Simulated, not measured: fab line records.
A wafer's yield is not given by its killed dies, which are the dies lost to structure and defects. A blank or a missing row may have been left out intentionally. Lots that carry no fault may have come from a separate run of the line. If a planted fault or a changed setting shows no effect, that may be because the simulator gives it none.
Matching of chambers :: flow n5-finfet :: N5_GATE_CUT_DESCUM_18 on rie-diel-03 has 4 sister chambers
The step chemistry O2, time 7 s. 20 wafers are shown with their chamber, then 10 later ones without.

## EACH WAFER AND ITS CHAMBER
wafer: L074.2
chamber: 3
drypump-motor-current-A (A): 5.7
showerhead-plenum-p-Torr (Torr): 2.08
throttle-valve-pct (%): 20.51

wafer: L074.5
chamber: 1
drypump-motor-current-A (A): 6.3
showerhead-plenum-p-Torr (Torr): 2.16
throttle-valve-pct (%): 20.73

wafer: L074.6
chamber: 2
drypump-motor-current-A (A): 5.0
showerhead-plenum-p-Torr (Torr): 2.13
throttle-valve-pct (%): 20.26

wafer: L081.3
chamber: 3
drypump-motor-current-A (A): 5.7
showerhead-plenum-p-Torr (Torr): 2.07
throttle-valve-pct (%): 20.54

wafer: L081.4
chamber: 1
drypump-motor-current-A (A): 6.3
showerhead-plenum-p-Torr (Torr): 2.16
throttle-valve-pct (%): 20.73

wafer: L081.5
chamber: 1
drypump-motor-current-A (A): 6.3
showerhead-plenum-p-Torr (Torr): 2.16
throttle-valve-pct (%): 20.74

wafer: L083.2
chamber: 2
drypump-motor-current-A (A): 5.1
showerhead-plenum-p-Torr (Torr): 2.12
throttle-valve-pct (%): 20.30

wafer: L083.5
chamber: 3
drypump-motor-current-A (A): 5.7
showerhead-plenum-p-Torr (Torr): 2.07
throttle-valve-pct (%): 20.53

wafer: L083.6
chamber: 2
drypump-motor-current-A (A): 5.1
showerhead-plenum-p-Torr (Torr): 2.12
throttle-valve-pct (%): 20.29

wafer: L086.2
chamber: 1
drypump-motor-current-A (A): 6.3
showerhead-plenum-p-Torr (Torr): 2.15
throttle-valve-pct (%): 20.78

wafer: L086.4
chamber: 0
drypump-motor-current-A (A): 6.0
showerhead-plenum-p-Torr (Torr): 2.04
throttle-valve-pct (%): 20.07

wafer: L086.5
chamber: 1
drypump-motor-current-A (A): 6.3
showerhead-plenum-p-Torr (Torr): 2.15
throttle-valve-pct (%): 20.77

wafer: L088.2
chamber: 1
drypump-motor-current-A (A): 6.4
showerhead-plenum-p-Torr (Torr): 2.15
throttle-valve-pct (%): 20.78

wafer: L088.5
chamber: 1
drypump-motor-current-A (A): 6.3
showerhead-plenum-p-Torr (Torr): 2.15
throttle-valve-pct (%): 20.77

wafer: L088.6
chamber: 2
drypump-motor-current-A (A): 5.0
showerhead-plenum-p-Torr (Torr): 2.12
throttle-valve-pct (%): 19.95

wafer: L089.1
chamber: 1
drypump-motor-current-A (A): 6.3
showerhead-plenum-p-Torr (Torr): 2.15
throttle-valve-pct (%): 20.79

wafer: L089.4
chamber: 3
drypump-motor-current-A (A): 5.7
showerhead-plenum-p-Torr (Torr): 2.07
throttle-valve-pct (%): 20.56

wafer: L089.6
chamber: 1
drypump-motor-current-A (A): 6.3
showerhead-plenum-p-Torr (Torr): 2.15
throttle-valve-pct (%): 20.77

wafer: L090.2
chamber: 0
drypump-motor-current-A (A): 6.0
showerhead-plenum-p-Torr (Torr): 2.04
throttle-valve-pct (%): 20.08

wafer: L090.4
chamber: 1
drypump-motor-current-A (A): 6.3
showerhead-plenum-p-Torr (Torr): 2.15
throttle-valve-pct (%): 20.77

SIGNATURES (averages over the wafers above)
reading: drypump-motor-current-A
chamber 0: 6.000
chamber 1: 6.310
chamber 2: 5.050
chamber 3: 5.700
scatter within a chamber: 0.0345

reading: showerhead-plenum-p-Torr
chamber 0: 2.0400
chamber 1: 2.1530
chamber 2: 2.1225
chamber 3: 2.0725
scatter within a chamber: 0.00474

reading: throttle-valve-pct
chamber 0: 20.0750
chamber 1: 20.7630
chamber 2: 20.2000
chamber 3: 20.5350
scatter within a chamber: 0.0749
Rule: distance of a wafer from a chamber = root of the sum over the readings of ((wafer's reading minus chamber's mean) / reading's scatter) squared. If the next closest chamber is less than 2 further off than the closest, the wafer can't be placed; otherwise it belongs to the closest. How the scatter is found: for the shown wafers, subtract from each reading the mean of its chamber, square and add these, divide the total by (wafers less chambers), then take the root.

## WAFERS WITH NO CHAMBER GIVEN
wafer: L090.5
drypump-motor-current-A (A): 5.7
showerhead-plenum-p-Torr (Torr): 2.07
throttle-valve-pct (%): 20.57

wafer: L091.2
drypump-motor-current-A (A): 6.4
showerhead-plenum-p-Torr (Torr): 2.15
throttle-valve-pct (%): 20.79

wafer: L091.5
drypump-motor-current-A (A): 5.7
showerhead-plenum-p-Torr (Torr): 2.07
throttle-valve-pct (%): 20.57

wafer: L091.6
drypump-motor-current-A (A): 5.0
showerhead-plenum-p-Torr (Torr): 2.12
throttle-valve-pct (%): 19.95

wafer: L093.1
drypump-motor-current-A (A): 5.7
showerhead-plenum-p-Torr (Torr): 2.06
throttle-valve-pct (%): 20.56

wafer: L093.2
drypump-motor-current-A (A): 6.0
showerhead-plenum-p-Torr (Torr): 2.04
throttle-valve-pct (%): 20.10

wafer: L093.6
drypump-motor-current-A (A): 6.0
showerhead-plenum-p-Torr (Torr): 2.04
throttle-valve-pct (%): 20.10

wafer: L097.2
drypump-motor-current-A (A): 6.1
showerhead-plenum-p-Torr (Torr): 2.04
throttle-valve-pct (%): 20.12

wafer: L097.3
drypump-motor-current-A (A): 5.0
showerhead-plenum-p-Torr (Torr): 2.12
throttle-valve-pct (%): 19.96

wafer: L097.5
drypump-motor-current-A (A): 5.7
showerhead-plenum-p-Torr (Torr): 2.06
throttle-valve-pct (%): 20.59

## CHAMBER TAKEN BY EACH
wafer: L090.5
from the rows above: 3
in truth: 3

wafer: L091.2
from the rows above: 1
in truth: 1

wafer: L091.5
from the rows above: 3
in truth: 3

wafer: L091.6
from the rows above: 2
in truth: 2

wafer: L093.1
from the rows above: 3
in truth: 3

wafer: L093.2
from the rows above: 0
in truth: 0

wafer: L093.6
from the rows above: 0
in truth: 0

wafer: L097.2
from the rows above: 0
in truth: 0

wafer: L097.3
from the rows above: 2
in truth: 2

wafer: L097.5
from the rows above: 3
in truth: 3
Correct placement for 10 of the 10. Not placeable from these rows: 0. Wrongly placed: 0.
